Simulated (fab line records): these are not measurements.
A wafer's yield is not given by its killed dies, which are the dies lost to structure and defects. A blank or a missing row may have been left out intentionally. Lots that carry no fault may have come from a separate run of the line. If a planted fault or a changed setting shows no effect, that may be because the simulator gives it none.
Split-lot trial	flow n5_finfet	on a route of 1938 steps: 7 lots, 21 wafers read

## THE SPLIT ITSELF
At N5_ZERO_LAYER_EXPOSE_08 (exposes mask ZERO, defocus 0 nm, target cd 2000 nm), the setting dose_mj was moved away from the recipe's 16.2 on 9 of the 21 wafers read, by +2.6% to +7.0%. The other wafers ran this setting at the recipe's value.

## FROM THE SPLIT TO THE READING: what the file shows between them, 3 steps
- N5_ZERO_LAYER_PEB_09
- N5_ZERO_LAYER_DEVELOP_10: develop time 60 s
- N5_ZERO_LAYER_HARDBAKE_23: time 120 s

## THE READING
cd_nm (nm) at N5_ZERO_LAYER_CD_MEAS_11, where the cd target is 2000 nm. A value of 1999.9 nm with a standard deviation of 1.7 nm is what fault-free wafers of this fab line usually give.

wafer	tool, chamber at the split	dose_mj as run	against the recipe	cd_nm, nm	against lot-mates on the recipe
L074.1	krf_scanner-02, 0	16.2	recipe	2000.2	-
L074.3	krf_scanner-02, 0	16.2	recipe	1998.5	-
L074.4	krf_scanner-02, 0	16.2	recipe	1997.7	-
L081.4	krf_scanner-02, 0	16.2	recipe	1999.8	-
L081.5	krf_scanner-02, 0	17.3	+6.8%	2012.1	+12.3
L081.6	krf_scanner-02, 0	17.3	+6.8%	2012.3	+12.5
L084.1	krf_scanner-02, 0	16.2	recipe	1999.9	-
L084.2	krf_scanner-02, 0	16.89	+4.3%	2008.5	+8.6
L084.6	krf_scanner-02, 0	16.89	+4.3%	2006.9	+7.0
L086.3	krf_scanner-01, 0	16.2	recipe	2000.3	-
L086.4	krf_scanner-01, 0	16.62	+2.6%	2004.6	+4.8
L086.5	krf_scanner-01, 0	16.2	recipe	1999.2	-
L089.2	krf_scanner-02, 0	16.2	recipe	2000.1	-
L089.3	krf_scanner-02, 0	17.03	+5.1%	2010.9	+10.8
L089.6	krf_scanner-02, 0	17.03	+5.1%	2011.2	+11.1
L090.2	krf_scanner-01, 0	16.2	recipe	1999.6	-
L090.3	krf_scanner-01, 0	16.2	recipe	2001.1	-
L090.5	krf_scanner-01, 0	16.2	recipe	2001.4	-
L091.3	krf_scanner-01, 0	17.33	+7.0%	2013.4	+13.7
L091.4	krf_scanner-01, 0	17.33	+7.0%	2014.0	+14.3
L091.6	krf_scanner-01, 0	16.2	recipe	1999.7	-

THE FIT
A straight line over all 21 wafers: cd_nm changes by +1.96 nm for each +1% of dose_mj; r = +0.99; the points scatter about the line by 0.97 nm.
The same after taking each lot's own level away (the mean of its wafers on the recipe; 21 wafers): +1.95 nm for each +1%; r = +0.99; scatter 0.77 nm.
According to that fit, moving dose_mj by its largest amount changes the reading by 14 nm.
From 1998.80 to 2000.70 nm: that is the span of the lots' own levels, equal to 1.1 times the standard deviation above.
The two slopes are in agreement: the lot-to-lot level therefore moves the slope only a little.
Check: +13.6 nm against its lot-mates is what the line predicts for one of the wafers moved furthest among these (+7.0%) when that wafer is left out of the fit. Against them it came out at +13.7 nm.

## THE WHOLE CHAIN: every reading that the file lists as answering this split, in the file's order
step	what it does	reading	change (the file's fit)	r (the file's)
N5_ZERO_LAYER_CD_MEAS_11	target cd 2000 nm	cd_nm	+1.94 nm for each +1% of the setting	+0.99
N5_ZERO_LAYER_DESCUM_16	chemistry O2, time 7.9 s	ZERO_LAYER.cd_nm (the simulator's own value, which no gauge read)	+1.95 nm for each +1% of the setting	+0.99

## FILE'S OWN FIT
cd_nm changes by +1.94 nm for each +1% of dose_mj, r = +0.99.
